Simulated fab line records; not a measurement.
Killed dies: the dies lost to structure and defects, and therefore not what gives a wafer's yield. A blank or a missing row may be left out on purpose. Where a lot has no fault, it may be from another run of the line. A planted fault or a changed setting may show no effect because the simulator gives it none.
Matching of chambers -- flow n5 finfet -- 3 sister chambers for N5_BEOL_M11_PECVD_70 on pecvd-04
The step deposits SiO2 from TEOS/O2, target thk 20 nm, time 22.7 s. 3 wafers are shown with their chamber, then 7 later ones without.

WAFERS, EACH WITH ITS CHAMBER
wafer,chamber,throttle valve pct (%)
L136.3,2,20.4
L138.2,0,23.0
L138.3,1,22.8

WAFERS WHOSE CHAMBER IS MISSING
wafer,throttle valve pct (%)
L138.4,20.2
L139.1,22.9
L139.5,22.7
L139.6,20.6
L151.2,22.6
L151.5,22.9
L151.6,23.1

CHAMBER TAKEN BY EACH
wafer,from the rows above,in truth
L138.4,2,2
L139.1,can't be placed: 1 or 0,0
L139.5,can't be placed: 1 or 0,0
L139.6,2,2
L151.2,can't be placed: 1 or 0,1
L151.5,can't be placed: 1 or 0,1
L151.6,can't be placed: 0 or 1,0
Correct placement for 2 of the 7. Can't be placed from these rows: 5 (the true chamber is among the candidates in 5). Number placed wrongly: 0.
How it was worked out, from the rows above alone: a wafer's distance from a chamber is the root of the sum, over the readings, of the square of ((its reading less the chamber's mean) divided by the reading's scatter). The wafer belongs to the nearest chamber; if the next one is less than 2 further off, it can't be placed. The mean given for a chamber averages the wafers shown for that chamber. The scatter (one wafer shown for each chamber): square how far every hidden wafer sits from the nearest shown wafer, average those squares and take the square root.
